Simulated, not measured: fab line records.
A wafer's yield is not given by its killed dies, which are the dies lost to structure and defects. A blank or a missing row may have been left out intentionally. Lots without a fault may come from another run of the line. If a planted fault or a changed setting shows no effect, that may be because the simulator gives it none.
Matching of chambers -- flow n5-finfet -- 3 sister chambers for N5_BEOL_M9_ILD_DEP_00 on pecvd-01
The step deposits SiCOH lowk from DEMS/porogen, target thk 308.51 nm, time 58 s. 20 wafers are shown with their chamber, then 10 later ones without.

## EACH WAFER AND ITS CHAMBER
wafer,chamber,heater-power-w (W),throttle-valve-pct (%),showerhead-plenum-p-Torr (Torr)
L074.2,2,247,13.7,5.741
L074.4,1,413,14.4,5.737
L074.5,0,212,13.1,5.756
L078.1,1,400,14.5,5.737
L078.3,2,236,13.8,5.751
L078.6,2,245,13.9,5.736
L082.1,2,256,13.9,5.744
L082.5,1,437,14.6,5.739
L082.6,2,260,13.8,5.755
L083.2,2,211,13.7,5.744
L083.3,0,269,13.1,5.758
L083.4,2,214,13.9,5.749
L085.1,0,234,13.5,5.755
L085.3,0,249,13.4,5.735
L085.4,1,414,14.7,5.728
L088.1,1,456,14.3,5.740
L088.2,2,255,13.7,5.746
L088.5,0,258,12.9,5.748
L092.1,0,226,13.0,5.751
L092.4,0,241,13.5,5.744

SIGNATURES, as means of the wafers listed above
reading,chamber 0,chamber 1,chamber 2,scatter within a chamber
heater-power-w,241.29,424.00,240.50,19.9
throttle-valve-pct,13.214,14.500,13.800,0.176
showerhead-plenum-p-Torr,5.74957,5.73620,5.74575,0.00654
Rule: for each reading, subtract the chamber's mean from the wafer's reading, divide by that reading's scatter and square the result; add these up over the readings and take the root, which gives the wafer's distance from the chamber. The wafer belongs to the nearest chamber; if the next one is less than 2 further off, it can't be placed. The scatter: the root of (the sum of the squares of (reading less its chamber's mean) over the shown wafers, divided by (wafers less chambers)).

## WAFERS MISSING THEIR CHAMBER
wafer,heater-power-w (W),throttle-valve-pct (%),showerhead-plenum-p-Torr (Torr)
L092.6,257,13.8,5.733
L096.1,410,14.3,5.746
L096.2,262,13.5,5.744
L096.6,260,13.2,5.761
L095.1,229,13.3,5.733
L095.2,397,14.6,5.726
L095.5,397,14.5,5.744
L097.1,211,13.6,5.752
L097.3,263,14.0,5.742
L097.5,204,13.7,5.741

## EACH ONE'S CHAMBER
wafer,from the rows above,in truth
L092.6,2,2
L096.1,1,1
L096.2,can't be placed: 2 or 0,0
L096.6,0,0
L095.1,can't be placed: 0 or 2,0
L095.2,1,1
L095.5,1,1
L097.1,can't be placed: 2 or 0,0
L097.3,2,2
L097.5,can't be placed: 2 or 0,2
6 of 10 placed correctly. Unplaceable from these rows: 4, with the true chamber sitting among the candidates in 4. Placed wrongly: 0.
